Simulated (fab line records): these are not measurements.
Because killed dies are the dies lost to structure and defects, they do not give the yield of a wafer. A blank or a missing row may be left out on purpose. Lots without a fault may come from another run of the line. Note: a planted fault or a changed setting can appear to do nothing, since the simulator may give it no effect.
fab line records | flow nand_harc
record: lots: 6 | wafers: 18 | last_day: 34
route steps=1302 shown A_ONON_D1@426 END@1302
lots with no fault: from the same line, run without faults
start_h: start of the lot's first displayed wafer, in hours after the record's first day | wait_h: how many hours have passed since the lot's step before this one | " identical to the entry in the row above | L1.1+2: several wafers, shown together as one row | - no value present, or no start provided | * or withheld: withheld | < > ~ a bound
route shown NAME@n: names a module that has steps shown in the file, with the first one's number in the route | usual: the fault-free wafers' mean and standard deviation | same: alike in all rows | chamber/n: place in a boat | sites: the reading at each site | _std_site: their standard deviation | _edge_site: the outer-site mean with the inner-site mean subtracted | radius_mm: for every site, how far away it sits from the centre of the wafer | mask NAME#n: copy n | behind: the last tool/chamber to shape the wafer | hold: what put the lot on hold/how long, in hours/how the hold closed | device: the n, p or np transistor that did not switch | end of line: the route-end tests of the same wafers | a step given without rows: its recipe and nothing more | killed: at the first sort, the dies lost to defects and structure; wafer yield is something else | map: the dies of a wafer, with x for killed, . for not killed, _ for no die there
set.NAME: the setting the step ran with; set.NAME@STEP: the setting that earlier step ran with | model.NAME: the simulator's own value behind a step, which no gauge read
lots seen at some steps along the route; tables by step, rows by wafer
services: from which hour (start_h, from the record's first day; less than 0 if before it) a tool's chamber was out of use, for how many hours, and why
== steps ==
step: NHARC_A_ONON_D1_DEP_03
recipe: target_thk_a: 10000 | n2_flow_sccm: 2750 | n2o_flow_sccm: 2000 | nh3_flow_sccm: 500 | sih4_flow_sccm: 210 | temp_c: 400
step: NHARC_A_ONON_D1_THK_MEAS_05
recipe: thk_meas_gauge: ellipsometry
usual: thk_nm: 998/10
lot.wafer | tool          | chamber | start_h | wait_h | thk_nm
L626.1    | film_metro-02 | -       | 170.26  | -      | 988
L626.2    | "             | -       | "       | "      | 987
L626.4    | "             | -       | "       | "      | 987
L627.1    | film_metro-01 | -       | 177.18  | -      | 1005
L627.3    | "             | -       | "       | "      | 1006
L627.6    | "             | -       | "       | "      | 1005
L628.2    | film_metro-02 | -       | 177.21  | -      | 1000
L628.5    | "             | -       | "       | "      | 999
L628.6    | "             | -       | "       | "      | 998
L647.1    | film_metro-01 | -       | 373.80  | -      | 1002
L647.2    | "             | -       | "       | "      | 1002
L647.5    | "             | -       | "       | "      | 1003
L648.2    | film_metro-01 | -       | 381.98  | -      | 979
L648.5    | "             | -       | "       | "      | 981
L648.6    | "             | -       | "       | "      | 980
L649.2    | film_metro-02 | -       | 398.94  | -      | 995
L649.3    | "             | -       | "       | "      | 996
L649.6    | "             | -       | "       | "      | 995
step: NHARC_A_ONON_D1_DEP_06
recipe: target_thk_a: 10000 | n2_flow_sccm: 2750 | n2o_flow_sccm: 2000 | nh3_flow_sccm: 500 | sih4_flow_sccm: 210 | temp_c: 400
step: NHARC_A_ONON_D1_THK_MEAS_08
recipe: thk_meas_gauge: ellipsometry
usual: thk_nm: 999/9.7
lot.wafer | tool          | chamber | start_h | wait_h | thk_nm
L626.1    | film_metro-01 | -       | 170.83  | -      | 1021
L626.2    | "             | -       | "       | "      | 1022
L626.4    | "             | -       | "       | "      | 1022
L627.1    | film_metro-02 | -       | 177.74  | -      | 1010
L627.3    | "             | -       | "       | "      | 1008
L627.6    | "             | -       | "       | "      | 1009
L628.2    | film_metro-01 | -       | 177.78  | -      | 989
L628.5    | "             | -       | "       | "      | 989
L628.6    | "             | -       | "       | "      | 988
L647.1    | film_metro-01 | -       | 374.37  | -      | 1013
L647.2    | "             | -       | "       | "      | 1013
L647.5    | "             | -       | "       | "      | 1013
L648.2    | film_metro-01 | -       | 382.54  | -      | 994
L648.5    | "             | -       | "       | "      | 994
L648.6    | "             | -       | "       | "      | 992
L649.2    | film_metro-01 | -       | 399.50  | -      | 983
L649.3    | "             | -       | "       | "      | 982
L649.6    | "             | -       | "       | "      | 981
step: NHARC_A_ONON_D1_DEP_09
recipe: target_thk_a: 10000 | n2_flow_sccm: 2750 | n2o_flow_sccm: 2000 | nh3_flow_sccm: 500 | sih4_flow_sccm: 210 | temp_c: 400
step: NHARC_A_ONON_D1_THK_MEAS_11
recipe: thk_meas_gauge: ellipsometry
usual: thk_nm: 1001/7.6
lot.wafer | tool          | chamber | start_h | wait_h | thk_nm
L626.1    | film_metro-02 | -       | 171.39  | -      | 1006
L626.2    | "             | -       | "       | "      | 1006
L626.4    | "             | -       | "       | "      | 1004
L627.1    | film_metro-01 | -       | 178.31  | -      | 1000
L627.3    | "             | -       | "       | "      | 1001
L627.6    | "             | -       | "       | "      | 1001
L628.2    | film_metro-02 | -       | 178.35  | -      | 985
L628.5    | "             | -       | "       | "      | 983
L628.6    | "             | -       | "       | "      | 983
L647.1    | film_metro-01 | -       | 374.93  | -      | 1013
L647.2    | "             | -       | "       | "      | 1013
L647.5    | "             | -       | "       | "      | 1014
L648.2    | film_metro-01 | -       | 383.11  | -      | 1009
L648.5    | "             | -       | "       | "      | 1009
L648.6    | "             | -       | "       | "      | 1009
L649.2    | film_metro-02 | -       | 400.06  | -      | 995
L649.3    | "             | -       | "       | "      | 994
L649.6    | "             | -       | "       | "      | 996
step: NHARC_A_ONON_D1_DEP_12
recipe: target_thk_a: 10000 | n2_flow_sccm: 2750 | n2o_flow_sccm: 2000 | nh3_flow_sccm: 500 | sih4_flow_sccm: 210 | temp_c: 400
step: NHARC_A_ONON_D1_THK_MEAS_14
recipe: thk_meas_gauge: ellipsometry
usual: thk_nm: 998/11
lot.wafer | tool          | chamber | start_h | wait_h | thk_nm
L626.1    | film_metro-02 | -       | 171.96  | -      | 966
L626.2    | "             | -       | "       | "      | 966
L626.4    | "             | -       | "       | "      | 966
L627.1    | film_metro-02 | -       | 178.88  | -      | 989
L627.3    | "             | -       | "       | "      | 988
L627.6    | "             | -       | "       | "      | 990
L628.2    | film_metro-02 | -       | 178.94  | -      | 991
L628.5    | "             | -       | "       | "      | 992
L628.6    | "             | -       | "       | "      | 990
L647.1    | film_metro-01 | -       | 375.49  | -      | 998
L647.2    | "             | -       | "       | "      | 997
L647.5    | "             | -       | "       | "      | 997
L648.2    | film_metro-01 | -       | 383.67  | -      | 1019
L648.5    | "             | -       | "       | "      | 1019
L648.6    | "             | -       | "       | "      | 1018
L649.2    | film_metro-01 | -       | 400.62  | -      | 1000
L649.3    | "             | -       | "       | "      | 1003
L649.6    | "             | -       | "       | "      | 1003
step: NHARC_A_ONON_D1_ANNEAL_15
recipe: temp_c: 750 | time_s: 3600
step: NHARC_A_ONON_D1_DEP_16
recipe: target_thk_a: 10000 | n2_flow_sccm: 2750 | n2o_flow_sccm: 2000 | nh3_flow_sccm: 500 | sih4_flow_sccm: 210 | temp_c: 400
step: NHARC_A_ONON_D1_THK_MEAS_18
recipe: thk_meas_gauge: ellipsometry
usual: thk_nm: 1000/6.1
lot.wafer | tool          | chamber | start_h | wait_h | thk_nm
L626.1    | film_metro-02 | -       | 179.76  | -      | 997
L626.2    | "             | -       | "       | "      | 999
L626.4    | "             | -       | "       | "      | 997
L627.1    | film_metro-02 | -       | 186.73  | -      | 988
L627.3    | "             | -       | "       | "      | 990
L627.6    | "             | -       | "       | "      | 990
L628.2    | film_metro-01 | -       | 186.74  | -      | 997
L628.5    | "             | -       | "       | "      | 997
L628.6    | "             | -       | "       | "      | 996
L647.1    | film_metro-01 | -       | 386.01  | -      | 1005
L647.2    | "             | -       | "       | "      | 1007
L647.5    | "             | -       | "       | "      | 1005
L648.2    | film_metro-01 | -       | 393.07  | -      | 999
L648.5    | "             | -       | "       | "      | 999
L648.6    | "             | -       | "       | "      | 1001
L649.2    | film_metro-02 | -       | 408.96  | -      | 1008
L649.3    | "             | -       | "       | "      | 1008
L649.6    | "             | -       | "       | "      | 1008
step: NHARC_A_ONON_D1_DEP_19
recipe: target_thk_a: 10000 | n2_flow_sccm: 2750 | n2o_flow_sccm: 2000 | nh3_flow_sccm: 500 | sih4_flow_sccm: 210 | temp_c: 400
lot.wafer  | tool          | chamber | start_h | wait_h
L626.1+2+4 | pecvd_onon-02 | 0       | 179.81  | 0.1
L627.1+3+6 | pecvd_onon-03 | 0       | 186.79  | 0.1
L628.2+5+6 | pecvd_onon-01 | 0       | 186.85  | 0.1
L647.1+2+5 | pecvd_onon-01 | 0       | 386.07  | 0.1
L648.2+5+6 | pecvd_onon-01 | 0       | 393.19  | 0.1
L649.2+3+6 | pecvd_onon-02 | 0       | 409.08  | 0.1
step: NHARC_A_ONON_D1_THK_MEAS_21
recipe: thk_meas_gauge: ellipsometry
usual: thk_nm: 1005/9
lot.wafer | tool          | chamber | start_h | wait_h | thk_nm
L626.1    | film_metro-01 | -       | 180.32  | -      | 1023
L626.2    | "             | -       | "       | "      | 1022
L626.4    | "             | -       | "       | "      | 1023
L627.1    | film_metro-01 | -       | 187.29  | -      | 1020
L627.3    | "             | -       | "       | "      | 1017
L627.6    | "             | -       | "       | "      | 1018
L628.2    | film_metro-02 | -       | 187.31  | -      | 1004
L628.5    | "             | -       | "       | "      | 1003
L628.6    | "             | -       | "       | "      | 1006
L647.1    | film_metro-01 | -       | 386.57  | -      | 1578
L647.2    | "             | -       | "       | "      | 1577
L647.5    | "             | -       | "       | "      | 1578
L648.2    | film_metro-01 | -       | 393.64  | -      | 1579
L648.5    | "             | -       | "       | "      | 1579
L648.6    | "             | -       | "       | "      | 1581
L649.2    | film_metro-01 | -       | 409.52  | -      | 998
L649.3    | "             | -       | "       | "      | 998
L649.6    | "             | -       | "       | "      | 998
step: NHARC_A_ONON_D1_DEP_22
recipe: target_thk_a: 10000 | n2_flow_sccm: 2750 | n2o_flow_sccm: 2000 | nh3_flow_sccm: 500 | sih4_flow_sccm: 210 | temp_c: 400
step: NHARC_END_SORT_01
recipe: temp_c: 25
usual: killed_at_array: 56/17 | killed_at_other: 1.2/1.4 | killed_at_periphery: 4/3.2 | killed_dies: 61/16 | killed_open: 3.6/2.1 | killed_short: 2.7/1.8
same: gross_dies: 677
lot.wafer | tool      | chamber | start_h | wait_h | killed_at_array | killed_at_other | killed_at_periphery | killed_dies | killed_open | killed_short
L648.2    | prober-01 | 0       | 771.83  | 2.8    | 659             | 4               | 14                  | 677         | 4           | 5
L648.5    | prober-01 | 0       | 774.22  | 3.7    | 666             | 1               | 10                  | 677         | 6           | 3
L648.6    | prober-01 | 0       | 775.02  | 4.0    | 668             | 4               | 5                   | 677         | 2           | 1
L647.1    | prober-02 | 0       | 772.73  | 2.5    | 673             | 2               | 2                   | 677         | 3           | 6
L647.2    | prober-02 | 0       | 773.51  | 2.8    | 669             | 0               | 8                   | 677         | 5           | 5
L647.5    | prober-02 | 0       | 775.85  | 3.6    | 671             | 4               | 2                   | 677         | 6           | 0
killed by level:class
L648.2 A_ONON_D1:area_dep=599 A_SLIT:chamber_film_flake=25 A_CHANNEL_HOLE_D1:chamber_film_flake=16 P_STI:chamber_film_flake=8 A_CONTACT:chamber_film_flake=4 THIN_TSV:chamber_film_flake=4 P_GATE:chamber_film_flake=3 A_CHANNEL_FILL_D2:chamber_film_flake=3
L647.1 A_ONON_D1:area_dep=611 A_CHANNEL_HOLE_D2:chamber_film_flake=33 A_CHANNEL_HOLE_D1:unspecified=5 A_CHANNEL_HOLE_D1:chamber_film_flake=4 A_SLIT:chamber_film_flake=4 A_CONTACT:chamber_film_flake=4 A_WL_FILL:geometric_particle:short=2 P_ZERO_WELL:chamber_film_flake=2
L647.2 A_ONON_D1:area_dep=625 A_CHANNEL_HOLE_D2:chamber_film_flake=24 A_CHANNEL_HOLE_D1:unspecified=4 A_SLIT:chamber_film_flake=3 A_DECK1_JOINT:geometric_particle:short=2 P_ZERO_WELL:chamber_film_flake=2 P_GATE:chamber_film_flake=2 A_CONTACT:chamber_film_flake=2
L648.5 A_ONON_D1:area_dep=602 A_SLIT:chamber_film_flake=28 A_CHANNEL_HOLE_D1:chamber_film_flake=21 P_STI:chamber_film_flake=4 P_ZERO_WELL:chamber_film_flake=3 P_GATE:chamber_film_flake=3 A_ONON_D1:geometric_particle:open=2 A_CHANNEL_FILL_D1:geometric_particle:short=2
L648.6 A_ONON_D1:area_dep=618 A_SLIT:chamber_film_flake=25 A_CHANNEL_HOLE_D1:chamber_film_flake=9 A_CONTACT:chamber_film_flake=7 A_CHANNEL_FILL_D2:chamber_film_flake=5 THIN_TSV:chamber_film_flake=4 P_STI:chamber_film_flake=3 P_GATE:chamber_film_flake=2
L647.5 A_ONON_D1:area_dep=618 A_CHANNEL_HOLE_D2:chamber_film_flake=26 A_SLIT:chamber_film_flake=8 A_CONTACT:chamber_film_flake=6 THIN_TSV:chamber_film_flake=4 A_STAIRCASE:chamber_film_flake=3 A_M0:geometric_particle:open=2 A_CHANNEL_HOLE_D1:geometric_particle:open=1
map L647.1 (x killed, . not)
____________x____________
_________xxxxxxx_________
_______xxxxxxxxxxx_______
______xxxxxxxxxxxxx______
_____xxxxxxxxxxxxxxx_____
____xxxxxxxxxxxxxxxxx____
____xxxxxxxxxxxxxxxxx____
___xxxxxxxxxxxxxxxxxxx___
___xxxxxxxxxxxxxxxxxxx___
__xxxxxxxxxxxxxxxxxxxxx__
__xxxxxxxxxxxxxxxxxxxxx__
_xxxxxxxxxxxxxxxxxxxxxxx_
_xxxxxxxxxxxxxxxxxxxxxxx_
_xxxxxxxxxxxxxxxxxxxxxxx_
_xxxxxxxxxxxxxxxxxxxxxxx_
_xxxxxxxxxxxxxxxxxxxxxxx_
xxxxxxxxxxxxxxxxxxxxxxxxx
xxxxxxxxxxxxxxxxxxxxxxxxx
xxxxxxxxxxxxxxxxxxxxxxxxx
xxxxxxxxxxxxxxxxxxxxxxxxx
xxxxxxxxxxxxxxxxxxxxxxxxx
_xxxxxxxxxxxxxxxxxxxxxxx_
_xxxxxxxxxxxxxxxxxxxxxxx_
_xxxxxxxxxxxxxxxxxxxxxxx_
_xxxxxxxxxxxxxxxxxxxxxxx_
_xxxxxxxxxxxxxxxxxxxxxxx_
__xxxxxxxxxxxxxxxxxxxxx__
__xxxxxxxxxxxxxxxxxxxxx__
___xxxxxxxxxxxxxxxxxxx___
___xxxxxxxxxxxxxxxxxxx___
____xxxxxxxxxxxxxxxxx____
____xxxxxxxxxxxxxxxxx____
_____xxxxxxxxxxxxxxx_____
______xxxxxxxxxxxxx______
_______xxxxxxxxxxx_______
_________xxxxxxx_________
____________x____________
map L648.2 (x killed, . not)
____________x____________
_________xxxxxxx_________
_______xxxxxxxxxxx_______
______xxxxxxxxxxxxx______
_____xxxxxxxxxxxxxxx_____
____xxxxxxxxxxxxxxxxx____
____xxxxxxxxxxxxxxxxx____
___xxxxxxxxxxxxxxxxxxx___
___xxxxxxxxxxxxxxxxxxx___
__xxxxxxxxxxxxxxxxxxxxx__
__xxxxxxxxxxxxxxxxxxxxx__
_xxxxxxxxxxxxxxxxxxxxxxx_
_xxxxxxxxxxxxxxxxxxxxxxx_
_xxxxxxxxxxxxxxxxxxxxxxx_
_xxxxxxxxxxxxxxxxxxxxxxx_
_xxxxxxxxxxxxxxxxxxxxxxx_
xxxxxxxxxxxxxxxxxxxxxxxxx
xxxxxxxxxxxxxxxxxxxxxxxxx
xxxxxxxxxxxxxxxxxxxxxxxxx
xxxxxxxxxxxxxxxxxxxxxxxxx
xxxxxxxxxxxxxxxxxxxxxxxxx
_xxxxxxxxxxxxxxxxxxxxxxx_
_xxxxxxxxxxxxxxxxxxxxxxx_
_xxxxxxxxxxxxxxxxxxxxxxx_
_xxxxxxxxxxxxxxxxxxxxxxx_
_xxxxxxxxxxxxxxxxxxxxxxx_
__xxxxxxxxxxxxxxxxxxxxx__
__xxxxxxxxxxxxxxxxxxxxx__
___xxxxxxxxxxxxxxxxxxx___
___xxxxxxxxxxxxxxxxxxx___
____xxxxxxxxxxxxxxxxx____
____xxxxxxxxxxxxxxxxx____
_____xxxxxxxxxxxxxxx_____
______xxxxxxxxxxxxx______
_______xxxxxxxxxxx_______
_________xxxxxxx_________
____________x____________
== services ==
tool          | chamber | start_h | hours | kind
pecvd_onon-02 | -       | 185.24  | 13.0  | pm
pecvd_onon-03 | -       | 227.00  | 13.0  | pm
pecvd_onon-01 | -       | 269.00  | 13.0  | pm
pecvd_onon-02 | -       | 341.46  | 2.5   | repair
pecvd_onon-02 | -       | 366.24  | 13.0  | pm
pecvd_onon-03 | -       | 408.00  | 13.0  | pm
== key ==
first_sign: step: NHARC_A_ONON_D1_THK_MEAS_21 | reading: thk_nm | direction: up | sigmas: 64 | usual: 1005 | struck: 1579
effect: step: NHARC_END_SORT_01 | reading: killed_dies | direction: up | sigmas: 37 | usual: 61 | struck: 677
more_kills_born_at: NHARC_A_ONON_D1_DEP_19@pecvd_onon-01: 3673
met_at NHARC_A_ONON_D1_DEP_19
struck_wafers L647.1,L647.2,L647.5,L648.2,L648.5,L648.6
later_rows_left_out L647.1,L647.2,L647.5,L648.2,L648.5,L648.6
tester_left_out L647,L648
onset_between 186.85 386.07
fault: kind: process_parameter_drift | tool: pecvd_onon-01 | chamber: - | onset_h: 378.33 | steps: NHARC_A_ONON_D1_DEP_19 | channel: target_thk_a | offset: * | shape: step | end_h: 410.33 | acts_in: * | stated: *
tester_left_out: of these lots the tester's yield and bins aren't shown, on N5 and GAA mostly nor the transistor test; their killed dies are dies lost to structure and defects alone, not to doping, threshold or leakage, so they don't give the yield
later_rows_left_out: the simulator's readings of these wafers behind a module that went badly wrong aren't trusted and aren't shown, but for the sort
